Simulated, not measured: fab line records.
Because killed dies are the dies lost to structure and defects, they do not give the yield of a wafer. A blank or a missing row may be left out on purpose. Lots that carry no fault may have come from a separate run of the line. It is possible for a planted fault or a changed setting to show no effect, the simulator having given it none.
What tool caused it? | flow nand_harc | route of 1302 steps, sampled at 1 step: 21 lots, 63 wafers

## WHAT EACH GAUGE READ, for each wafer
NHARC_A_CHANNEL_HOLE_D2_INSPECT_12.
lot  | measured     | on                | raw_defect_count
L074 | day 13 08:37 | defect_inspect-01 | 9 5 4
L075 | day 13 08:46 | defect_inspect-01 | 47 47 47
L076 | day 14 09:17 | defect_inspect-02 | 43 60 51
L078 | day 14 19:16 | defect_inspect-01 | 5 8 6
L077 | day 14 19:27 | defect_inspect-01 | 54 55 55
L079 | day 15 13:46 | defect_inspect-01 | 7 4 4
L080 | day 15 19:23 | defect_inspect-02 | 4 6 11
L081 | day 16 02:16 | defect_inspect-02 | 61 65 64
L083 | day 16 19:46 | defect_inspect-02 | 59 54 61
L082 | day 16 19:56 | defect_inspect-02 | 11 7 10
L085 | day 17 23:50 | defect_inspect-02 | 9 6 15
L086 | day 18 09:46 | defect_inspect-01 | 7 6 8
L087 | day 18 10:00 | defect_inspect-01 | 61 69 60
L088 | day 19 04:13 | defect_inspect-01 | 16 14 15
L089 | day 19 06:13 | defect_inspect-01 | 61 38 46
L091 | day 20 06:16 | defect_inspect-02 | 56 54 40
L090 | day 20 06:25 | defect_inspect-02 | 50 62 66
L093 | day 20 20:37 | defect_inspect-01 | 20 16 19
L092 | day 20 21:25 | defect_inspect-01 | 21 16 19
L094 | day 22 04:26 | defect_inspect-01 | 17 16 21
L096 | day 22 12:32 | defect_inspect-01 | 9 4 4

## WHAT TOOL EACH LOT RAN ON (gives the tool, then ch and the chambers of the sampled wafers, and finally the start)
The record shows no process step preceding these readings.

## AS READ BY THE TOOLS THEMSELVES (means over the sampled wafers that have a number; for cases with no such wafer, the mark the record gives instead)
The record holds no such reading with a usual standard deviation.

## THE ANSWER, worked out from the rows above alone
Rule: the usual values come from the lots themselves. Put in order of their means at a reading, lots are off if they are a third of the lots or fewer, leave a main group of 4 or more, and stand apart from it by a gap of 3 or more times the standard deviation of the main group's means; of several such gaps the widest counts. If all means in a main group match to the digits the tables above print for the reading, that group is not used. Also off: a lot with no number at a reading for which 4 or more lots have one. Where the step has rows for the other lots, those lots are counted as sound. After the gauges, taken in route order, come the tools' own readings; for these a lot's mean is taken, as printed above. At the first step where some lot is off, the reading lying furthest off is the one used; lots without a number count as furthest.
No lot is off on any of the readings shown, so nothing can be concluded from this.

## WHAT THE SIMULATOR HAD PUT IN
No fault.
